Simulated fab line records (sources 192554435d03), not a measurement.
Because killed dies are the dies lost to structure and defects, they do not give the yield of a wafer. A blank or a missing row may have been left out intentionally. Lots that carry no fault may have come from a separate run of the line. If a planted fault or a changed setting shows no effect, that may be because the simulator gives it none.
A lot that was struck, set against a sound lot + flow n5_finfet + 37 steps out of a route of 1938
Sound: the wafers L107.3, L107.5, L107.6. Struck: wafer L100.6 (left out: L100.3, a lot-mate that was not struck); the cause follows at the end.
For every step that has rows: the tool of each side, followed by ch and its chambers, followed by its first start. Under that, the readings that differ: sound wafers + struck wafers + difference of the means + sigmas: that difference in standard deviations of wafers without a fault.
alike: readings with means less than 2 such deviations apart, plus words and numbers identical on both sides. not compared: withheld readings, readings lacking a value on some wafer, bounds such as >300 that could conceal the same value, and numbers that have no deviation in the record and whose values overlap.
Wherever a step has rows on one side only, a row that says differs or no value, or a row with sigmas, the two part there. Non-overlapping numbers with no deviation appear without sigmas and do not part them. A reading that every wafer of one side lacks parts them only if that side has two wafers or more.

first, 9 steps without rows for these wafers: N5_BEOL_M12_PRE_CLEAN_42 (time 30 s); N5_BEOL_M12_SPUTTER_43 (material TaN, target thk 15 nm, time 24.19 s); N5_BEOL_M12_SPUTTER_44 (material Ta, target thk 10 nm, time 16.13 s); N5_BEOL_M12_SPUTTER_45 (material Cu, target thk 80 nm, time 13.33 s); N5_BEOL_M12_ECD_47 (material Cu, target thk 720 nm); N5_BEOL_M12_ANNEAL_48 (time 90 s); N5_BEOL_M12_CMP_49 (polishes, stops on SiOC, t overpolish 20.6 s, target thk 320 nm); N5_BEOL_M12_PRE_CLEAN_52 (time 15 s); N5_BEOL_M12_DEP_53 (deposits SiCN from 3MS/NH3, target thk 30 nm, time 10.5 s).
N5_BEOL_M13_ILD_DEP_00: deposits SiOC from DEMS/O2, target thk 837.92 nm, time 166.4 s.
  sound on pecvd-04 ch 0,1, day 16 00:44; struck on pecvd-02 ch 1, day 14 07:51
| reading                                       | sound             | struck | difference | sigmas      |
|-----------------------------------------------|-------------------|--------|------------|-------------|
| run_length_s (s)                              | 211.8 212.5 210.9 | 158.3  | -53.4      | -99 or more |
| model.SiOC_of_BEOL_M13_ILD_DEP_00.thk_nm (nm) | 825.8 847.2 832.6 | 573.4  | -261.8     |             |
  alike: heater_power_w, showerhead_plenum_p_Torr, throttle_valve_pct
N5_BEOL_M13_THK_MEAS_01:
  sound on film_metro-02, day 16 00:53; struck on film_metro-02, day 14 08:01
| reading          | sound       | struck | difference | sigmas |
|------------------|-------------|--------|------------|--------|
| M13_ILD_THK (nm) | 826 847 833 | 573    | -262       | -22    |
then, 10 steps without rows for these wafers: N5_BEOL_M13_COAT_58 (time 60 s, resist thk 89 nm); N5_BEOL_M13_COAT_04 (resist thk 400 nm); N5_BEOL_M13_EBR_06; N5_BEOL_M13_SOFTBAKE_05 (time 60 s); N5_BEOL_M13_EXPOSE_07 (exposes mask V12); N5_BEOL_M13_PEB_08 (peb time 90 s); N5_BEOL_M13_DEVELOP_09 (develop time 45 s); N5_BEOL_M13_HARDBAKE_14 (time 120 s); N5_BEOL_M13_DESCUM_15 (chemistry O2, time 7.9 s); N5_BEOL_M13_ETCH_59 (etches BARC in N2/H2, target depth 89 nm, overetch 26.7 nm, time 67.9 s).
N5_BEOL_M13_VIA_ETCH_16: etches SiOC in C4F8/O2/Ar, target depth 921.7 nm.
  sound on rie_diel-01 ch 0,1, day 16 01:29; struck on rie_diel-01 ch 2, day 14 08:29
| reading                                    | sound             | struck | difference | sigmas |
|--------------------------------------------|-------------------|--------|------------|--------|
| rf_vpp_V (V)                               | 670.2 663.1 669.8 | 662.3  | -5.4       | -2     |
| model.etch.depth_nm (nm)                   | 825.8 847.2 832.6 | 573.3  | -261.9     |        |
| model.coat_of_BEOL_M13_COAT_04.thk_nm (nm) | 75.6 67.2 74.6    | 143.2  | +70.7      |        |
  alike: O2_flow_sccm, drypump_motor_current_A, oes_product_au, showerhead_plenum_p_Torr, throttle_valve_pct
N5_BEOL_M13_STRIP_63: strips in N2/H2.
  sound on plasma_asher-02 ch 0,1, day 16 01:45; struck on plasma_asher-02 ch 0, day 14 08:44
| reading                      | sound             | struck | difference | sigmas |
|------------------------------|-------------------|--------|------------|--------|
| oes_product_au (a.u.)        | 0.680 0.671 0.674 | 0.701  | +0.026     | +5     |
| strip_time_to_endpoint_s (s) | 29.3 26.8 29.0    | 47.9   | +19.5      | +18    |
  alike: drypump_motor_current_A, h2_flow_sccm, heater_power_w, n2_flow_sccm
  not compared: rf_hours_counter_h
then, 12 steps without rows for these wafers: N5_BEOL_M13_STRIP_64 (strips in N2/H2); N5_BEOL_M13_STRIP_71 (strips in post etch residue remover, time 60 s); N5_BEOL_M13_SRD_72 (time 30 s, dry time 30 s); N5_BEOL_M13_COAT_65 (time 60 s, resist thk 350 nm); N5_BEOL_M13_COAT_66 (time 60 s, resist thk 110 nm); N5_BEOL_M13_COAT_22 (resist thk 300 nm); N5_BEOL_M13_EBR_24; N5_BEOL_M13_SOFTBAKE_23 (time 60 s); N5_BEOL_M13_EXPOSE_25 (exposes mask M13, target cd 210 nm); N5_BEOL_M13_PEB_26 (peb time 90 s); N5_BEOL_M13_DEVELOP_27 (develop time 45 s); N5_BEOL_M13_HARDBAKE_32 (time 120 s).
N5_BEOL_M13_CMP_49: polishes, stops on SiOC, t overpolish 17.1 s, target thk 420 nm.
  sound on cmp-04 ch 1,2, day 16 04:14; struck on cmp-02 ch 2, day 14 15:26
| reading                                       | sound           | struck | difference | sigmas |
|-----------------------------------------------|-----------------|--------|------------|--------|
| model.SiOC_of_BEOL_M13_ILD_DEP_00.thk_nm (nm) | 769 786.6 776.2 | 519    | -258       |        |
  alike: motor_current_A, platen_rpm
N5_PASSIVATION_PROBE_49:
  rows exist in the record for the struck wafers here (prober-01, day 15 18:32), but not for the sound ones

== WHERE THEY PART ==
First at N5_BEOL_M13_ILD_DEP_00; last, within this record, at N5_PASSIVATION_PROBE_49.

WHY: what had been put in by the simulator
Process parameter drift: pecvd-02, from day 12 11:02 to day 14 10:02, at N5_BEOL_M13_ILD_DEP_00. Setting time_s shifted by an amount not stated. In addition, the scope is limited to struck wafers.
